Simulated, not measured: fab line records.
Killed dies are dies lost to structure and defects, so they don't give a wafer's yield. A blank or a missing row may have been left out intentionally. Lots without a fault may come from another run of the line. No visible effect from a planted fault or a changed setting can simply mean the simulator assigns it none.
Split-lot experiment -- flow n5_finfet -- 7 lots, 21 wafers read, on a route of 1938 steps

THE SPLIT ITSELF
At N5_BEOL_M13_CMP_49 (polishes, stops on SiOC, t overpolish 17.1 s, target thk 420 nm), the setting down_force_psi was moved away from the recipe's 1 psi on 10 of the 21 wafers read, by -7.2% to +21.6%. For the rest of the wafers, this setting stayed at what the recipe calls for.

The split's own step is where the reading is taken.

THE READING
barrier_field_endpoint_s, in s, at N5_BEOL_M13_CMP_49 (polishes, stops on SiOC, t overpolish 17.1 s, target thk 420 nm). Typical for fault-free wafers on this fab line: 30.2 s, with standard deviation 0.94 s.

wafer,"tool, chamber at the split","down_force_psi as run, psi",against the recipe,"barrier_field_endpoint_s, s",against lot-mates on the recipe
L076.4,"cmp-02, 0",0.928,-7.2%,31.1,+1.1
L076.1,"cmp-02, 1",1,recipe,30.0,-
L076.6,"cmp-02, 3",0.928,-7.2%,32.6,+2.6
L079.3,"cmp-01, 1",1,recipe,30.0,-
L079.1,"cmp-01, 3",1,recipe,29.1,-
L079.6,"cmp-01, 1",1,recipe,30.0,-
L080.1,"cmp-02, 2",1.216,+21.6%,24.5,no lot-mate on the recipe
L080.4,"cmp-02, 3",1.216,+21.6%,24.6,no lot-mate on the recipe
L080.3,"cmp-02, 0",1.216,+21.6%,24.2,no lot-mate on the recipe
L082.3,"cmp-01, 1",1.102,+10.2%,26.5,-4.2
L082.2,"cmp-01, 2",1,recipe,30.9,-
L082.5,"cmp-01, 0",1,recipe,30.6,-
L086.2,"cmp-02, 0",1,recipe,29.3,-
L086.3,"cmp-02, 2",1,recipe,30.3,-
L086.5,"cmp-02, 0",1,recipe,29.8,-
L089.2,"cmp-01, 2",1.177,+17.7%,25.9,-3.6
L089.4,"cmp-01, 1",1.177,+17.7%,26.3,-3.2
L089.6,"cmp-01, 3",1,recipe,29.5,-
L090.1,"cmp-04, 3",1.106,+10.6%,28.1,-3.9
L090.6,"cmp-04, 1",1,recipe,32.0,-
L090.5,"cmp-04, 2",1.106,+10.6%,28.0,-4.0

THE FIT
A straight line over all 21 wafers: barrier_field_endpoint_s changes by -0.251 s for each +1% of down_force_psi; r = -0.96; the points scatter about the line by 0.74 s.
The same after taking each lot's own level away (the mean of its wafers on the recipe; 18 wafers): -0.253 s for each +1%; r = -0.92; scatter 0.81 s.
That fit puts the effect of the largest move of down_force_psi on the reading at 5.5 s.
From 29.50 to 32.00 s: that is the span of the lots' own levels, equal to 2.7 times the standard deviation above.
The two slopes agree, so the slope changes little with the lot-to-lot level.
Check: -5.01 s against its lot-mates is what the line predicts for one of the wafers moved furthest among these (+17.7%) when that wafer is left out of the fit. Against them it came out at -3.6 s.
Tool readings at the split's step, against how far the setting was moved: barrier_field_endpoint_s r = -0.96.

FURTHER SPLITS ON THESE WAFERS
Before the reading, these wafers also passed through other splits. Each is held against what the fit with the lots' levels taken away leaves over:
other split on the same wafers,wafers away from the commonest value,r with barrier_field_endpoint_s (lot level and that fit taken away)
N5_BEOL_M11_ILD_DEP_00 time_s,9,+0.14
N5_BEOL_M11_PECVD_70 time_s,6,-0.42
N5_BEOL_M12_ILD_DEP_00 time_s,9,-0.23
N5_BEOL_M13_EXPOSE_07 dose_mj,5,-0.05

FILE'S OWN FIT
barrier_field_endpoint_s changes by -0.27 s for each +1% of down_force_psi, r = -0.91.
